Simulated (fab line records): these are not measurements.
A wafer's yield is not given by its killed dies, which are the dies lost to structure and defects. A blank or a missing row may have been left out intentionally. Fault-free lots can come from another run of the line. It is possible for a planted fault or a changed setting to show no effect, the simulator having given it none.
What tool caused it? + flow n5 finfet + route of 1938 steps, sampled at 1 step: 9 lots, 26 wafers

== WHAT THE GAUGES READ, wafer by wafer ==
N5_BEOL_M4_RC_MEAS_101.
| lot  | measured     | on        | DIBL_N (mV/V)  |
|------|--------------|-----------|----------------|
| L947 | day 8 10:04  | prober-01 | 37.3 33.9 34.0 |
| L949 | day 9 01:20  | prober-01 | 31.6 33.5 37.1 |
| L950 | day 9 03:22  | prober-02 | 35.2 35.0 36.0 |
| L954 | day 10 03:59 | prober-01 | 36.7 35.5 35.9 |
| L955 | day 10 10:39 | prober-01 | 34.1 36.3 34.5 |
| L963 | day 12 08:00 | prober-01 | 33.5 35.2      |
| L964 | day 12 17:44 | prober-02 | 35.3 36.2 34.4 |
| L967 | day 13 22:55 | prober-02 | 32.6 34.8 34.6 |
| L968 | day 14 02:04 | prober-02 | 34.9 38.4 34.8 |

== EACH LOT AND THE TOOL THAT RAN IT (in order: tool; ch and the chambers of the sampled wafers; start) ==
No process step before these readings appears in the record.

== THE ANSWER, worked out from the rows above alone ==
Rule: the lots themselves supply what counts as usual. The widest of any qualifying gaps counts: lots, ordered by their means at a reading, are off when they make up no more than a third of the lots, leave a main group of 4 or more, and stand apart from it by 3 or more times the standard deviation of that group's means. A main group whose means are all the same, to the digits that the tables above print for the reading, isn't used. Also off: a lot with no number at a reading for which 4 or more lots have one. The other lots that the step has rows for count as sound.
No lot is off on any of the readings shown, so nothing can be concluded from this.

== WHAT WAS PUT IN BY THE SIMULATOR ==
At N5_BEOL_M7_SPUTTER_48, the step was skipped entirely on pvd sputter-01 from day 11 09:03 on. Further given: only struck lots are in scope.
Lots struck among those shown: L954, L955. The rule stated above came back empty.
